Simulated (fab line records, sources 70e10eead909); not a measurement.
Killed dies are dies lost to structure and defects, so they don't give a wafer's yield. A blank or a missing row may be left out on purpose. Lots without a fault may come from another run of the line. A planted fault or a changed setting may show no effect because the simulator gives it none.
fab line records | flow nand_harc | part 2 of 2: steps 30 to 39 of 39
record lots=5 wafers=15 last_day=25
route steps=1159 shown A_ZERO_WELL@392 A_SOURCE_PLATE@413 A_ONON_D1@424
lots that met no fault: from a run of the same line without faults
start_h: hours from the record's first day to the start of the lot's first wafer shown | wait_h: hours since the lot's step before | " the same as in the row above | L1.1+2: a row that stands for several wafers | - no value, or no start given | * or withheld: withheld | < > ~ a bound
route shown NAME@n: a module of which the file shows steps, and the number in the route of the first | usual: mean/standard deviation of fault-free wafers | same: alike in all rows | chamber/n: place in a boat | sites: the reading at each site | _std_site: their standard deviation | _edge_site: outer sites' mean less inner sites' | radius_mm: how far each site lies from the wafer's centre | mask NAME#n: copy n | behind: the tool/chamber that last shaped the wafer | hold: why the lot was held/for how many hours/how that ended | device: the transistor (n, p or np) that didn't switch | end of line: the same wafers' tests at the end of the route | a step without rows: its recipe alone | killed: dies lost to structure and defects at the first sort, not the wafer's yield | map: a wafer's dies, x killed, . not, _ none there
set.NAME: the setting as run; set.NAME@STEP: as run at that earlier step | model.NAME: the simulator's own value behind a step, which no gauge read
lots at some steps of the route; a table a step, a row a wafer
services: from which hour (start_h, from the record's first day; less than 0 if before it) a tool's chamber was out of use, for how many hours, and why
## steps
# step NHARC_A_ONON_D1_DEP_00
# recipe target_thk_a=10000 n2_flow_sccm=2750 n2o_flow_sccm=2000 nh3_flow_sccm=500 sih4_flow_sccm=210 temp_c=400
# usual sih4_flow_sccm=210.1/0.57
# columns lot.wafer tool chamber start_h wait_h sih4_flow_sccm
L076.2 pecvd_onon-03 0 175.23 0.1 211.3
L076.4 " 0 " " 210.0
L076.5 " 0 " " 209.2
L087.1 pecvd_onon-02 0 249.31 0.1 209.1
L087.5 " 0 " " 210.5
L087.6 " 0 " " 210.2
L088.1 pecvd_onon-03 0 254.55 0.1 210.1
L088.3 " 0 " " 210.0
L088.4 " 0 " " 211.3
L090.2 pecvd_onon-02 0 261.22 0.1 210.3
L090.5 " 0 " " 211.0
L090.6 " 0 " " 210.4
L093.1 pecvd_onon-03 0 270.38 0.1 210.2
L093.3 " 0 " " 210.3
L093.6 " 0 " " 210.4
# step NHARC_A_ONON_D1_THK_MEAS_02
# recipe thk_meas_gauge=ellipsometry
# usual thk_nm=1000/12
# columns lot.wafer tool chamber start_h wait_h thk_nm
L076.2 film_metro-02 - 175.68 - 997
L076.4 " - " " 997
L076.5 " - " " 997
L087.1 film_metro-01 - 249.82 - 1016
L087.5 " - " " 1016
L087.6 " - " " 1015
L088.1 film_metro-02 - 255.07 - 990
L088.3 " - " " 992
L088.4 " - " " 991
L090.2 film_metro-02 - 261.68 - 996
L090.5 " - " " 998
L090.6 " - " " 998
L093.1 film_metro-01 - 270.89 - 1010
L093.3 " - " " 1012
L093.6 " - " " 1008
# step NHARC_A_ONON_D1_DEP_03
# recipe target_thk_a=10000 n2_flow_sccm=2750 n2o_flow_sccm=2000 nh3_flow_sccm=500 sih4_flow_sccm=210 temp_c=400
# usual sih4_flow_sccm=209.9/0.7
# columns lot.wafer tool chamber start_h wait_h sih4_flow_sccm
L076.2 pecvd_onon-02 0 175.79 0.1 210.4
L076.4 " 0 " " 209.4
L076.5 " 0 " " 210.1
L087.1 pecvd_onon-02 0 249.87 0.1 210.3
L087.5 " 0 " " 210.7
L087.6 " 0 " " 210.2
L088.1 pecvd_onon-02 0 255.12 0.1 209.4
L088.3 " 0 " " 209.4
L088.4 " 0 " " 210.4
L090.2 pecvd_onon-02 0 261.79 0.1 209.5
L090.5 " 0 " " 209.8
L090.6 " 0 " " 209.8
L093.1 pecvd_onon-04 0 270.94 0.1 210.8
L093.3 " 0 " " 210.3
L093.6 " 0 " " 210.3
# step NHARC_A_ONON_D1_THK_MEAS_05
# recipe thk_meas_gauge=ellipsometry
# usual thk_nm=1000/7.1
# columns lot.wafer tool chamber start_h wait_h thk_nm
L076.2 film_metro-01 - 176.25 - 985
L076.4 " - " " 987
L076.5 " - " " 985
L087.1 film_metro-01 - 250.39 - 1005
L087.5 " - " " 1003
L087.6 " - " " 1003
L088.1 film_metro-02 - 255.64 - 1005
L088.3 " - " " 1005
L088.4 " - " " 1003
L090.2 film_metro-01 - 262.26 - 994
L090.5 " - " " 994
L090.6 " - " " 994
L093.1 film_metro-02 - 271.45 - 997
L093.3 " - " " 995
L093.6 " - " " 996
# step NHARC_A_ONON_D1_DEP_06
# recipe target_thk_a=10000 n2_flow_sccm=2750 n2o_flow_sccm=2000 nh3_flow_sccm=500 sih4_flow_sccm=210 temp_c=400
# usual sih4_flow_sccm=210.0/0.58
# columns lot.wafer tool chamber start_h wait_h sih4_flow_sccm
L076.2 pecvd_onon-04 0 176.36 0.1 209.9
L076.4 " 0 " " 209.3
L076.5 " 0 " " 209.8
L087.1 pecvd_onon-03 0 250.45 0.1 210.2
L087.5 " 0 " " 209.6
L087.6 " 0 " " 210.1
L088.1 pecvd_onon-04 0 255.69 0.1 210.2
L088.3 " 0 " " 209.9
L088.4 " 0 " " 209.7
L090.2 pecvd_onon-02 0 262.37 0.1 210.7
L090.5 " 0 " " 210.7
L090.6 " 0 " " 209.1
L093.1 pecvd_onon-02 0 271.51 0.1 209.1
L093.3 " 0 " " 209.8
L093.6 " 0 " " 210.5
# step NHARC_A_ONON_D1_THK_MEAS_08
# recipe thk_meas_gauge=ellipsometry
# usual thk_nm=999/8.4
# columns lot.wafer tool chamber start_h wait_h thk_nm
L076.2 film_metro-01 - 176.81 - 994
L076.4 " - " " 996
L076.5 " - " " 995
L087.1 film_metro-01 - 250.96 - 999
L087.5 " - " " 999
L087.6 " - " " 1001
L088.1 film_metro-02 - 256.20 - 1006
L088.3 " - " " 1004
L088.4 " - " " 1004
L090.2 film_metro-02 - 262.83 - 989
L090.5 " - " " 991
L090.6 " - " " 987
L093.1 film_metro-01 - 272.02 - 1005
L093.3 " - " " 1007
L093.6 " - " " 1007
# step NHARC_A_ONON_D1_DEP_09
# recipe target_thk_a=10000 n2_flow_sccm=2750 n2o_flow_sccm=2000 nh3_flow_sccm=500 sih4_flow_sccm=210 temp_c=400
# usual sih4_flow_sccm=209.8/0.57
# columns lot.wafer tool chamber start_h wait_h sih4_flow_sccm
L076.2 pecvd_onon-03 0 176.92 0.1 210.4
L076.4 " 0 " " 209.7
L076.5 " 0 " " 210.0
L087.1 pecvd_onon-04 0 251.02 0.1 210.5
L087.5 " 0 " " 210.0
L087.6 " 0 " " 209.5
L088.1 pecvd_onon-03 0 256.26 0.1 208.8
L088.3 " 0 " " 209.1
L088.4 " 0 " " 209.7
L090.2 pecvd_onon-02 0 262.94 0.1 210.4
L090.5 " 0 " " 209.0
L090.6 " 0 " " 209.8
L093.1 pecvd_onon-03 0 272.08 0.1 209.3
L093.3 " 0 " " 208.7
L093.6 " 0 " " 209.9
# step NHARC_A_ONON_D1_THK_MEAS_11
# recipe thk_meas_gauge=ellipsometry
# usual thk_nm=1003/6.4
# columns lot.wafer tool chamber start_h wait_h thk_nm
L076.2 film_metro-02 - 177.37 - 997
L076.4 " - " " 999
L076.5 " - " " 996
L087.1 film_metro-02 - 251.53 - 994
L087.5 " - " " 993
L087.6 " - " " 992
L088.1 film_metro-01 - 256.77 - 1011
L088.3 " - " " 1008
L088.4 " - " " 1009
L090.2 film_metro-02 - 263.40 - 1007
L090.5 " - " " 1007
L090.6 " - " " 1008
L093.1 film_metro-02 - 272.59 - 997
L093.3 " - " " 998
L093.6 " - " " 996
# step NHARC_A_ONON_D1_DEP_12
# recipe target_thk_a=10000 n2_flow_sccm=2750 n2o_flow_sccm=2000 nh3_flow_sccm=500 sih4_flow_sccm=210 temp_c=400
# usual sih4_flow_sccm=210.1/0.62
# columns lot.wafer tool chamber start_h wait_h sih4_flow_sccm
L076.2 pecvd_onon-02 0 177.48 0.1 210.4
L076.4 " 0 " " 209.6
L076.5 " 0 " " 209.6
L087.1 pecvd_onon-02 0 251.58 0.1 209.0
L087.5 " 0 " " 209.5
L087.6 " 0 " " 209.6
L088.1 pecvd_onon-02 0 256.82 0.1 210.0
L088.3 " 0 " " 210.0
L088.4 " 0 " " 208.7
L090.2 pecvd_onon-02 0 263.51 0.1 210.2
L090.5 " 0 " " 210.1
L090.6 " 0 " " 209.5
L093.1 pecvd_onon-04 0 272.64 0.1 210.4
L093.3 " 0 " " 209.7
L093.6 " 0 " " 209.0
# step NHARC_A_ONON_D1_THK_MEAS_14
# recipe thk_meas_gauge=ellipsometry
# usual thk_nm=1002/10
# columns lot.wafer tool chamber start_h wait_h thk_nm
L076.2 film_metro-01 - 177.94 - 992
L076.4 " - " " 993
L076.5 " - " " 989
L087.1 film_metro-02 - 252.10 - 997
L087.5 " - " " 999
L087.6 " - " " 999
L088.1 film_metro-02 - 257.33 - 1007
L088.3 " - " " 1007
L088.4 " - " " 1006
L090.2 film_metro-02 - 263.96 - 1007
L090.5 " - " " 1006
L090.6 " - " " 1008
L093.1 film_metro-02 - 273.15 - 1001
L093.3 " - " " 1002
L093.6 " - " " 1001
## services
# columns tool chamber start_h hours kind
krf_scanner-04 - 137.06 4.0 pm
wet_bench-06 - 144.82 8.0 pm
wet_bench-03 - 146.42 8.0 pm
lpcvd_poly-01 - 150.02 5.7 repair
pecvd_onon-03 - 153.19 13.0 pm
rie_si-03 - 155.00 9.0 pm
pvd_sputter-01 - 158.01 10.0 pm
wet_bench-06 - 161.32 3.3 repair
wet_bench-04 - 163.29 8.0 pm
rie_diel-03 1 169.99 10.7 repair
wet_bench-02 - 180.00 8.0 pm
litho_track-07 - 189.00 7.0 pm
rie_diel-03 1 190.83 2.9 repair
wet_bench-05 - 196.80 8.0 pm
furnace-06 - 200.38 26.0 pm
litho_track-03 - 213.00 7.0 pm
wet_bench-01 - 213.60 8.0 pm
pvd_sputter-02 - 214.00 10.0 pm
rie_diel-03 - 215.30 9.0 pm
litho_track-05 - 237.00 7.0 pm
pecvd_onon-04 - 237.00 13.0 pm
rie_diel-06 - 241.20 9.0 pm
rie_diel-06 0 256.50 3.1 repair
rie_diel-06 3 258.95 12.6 repair
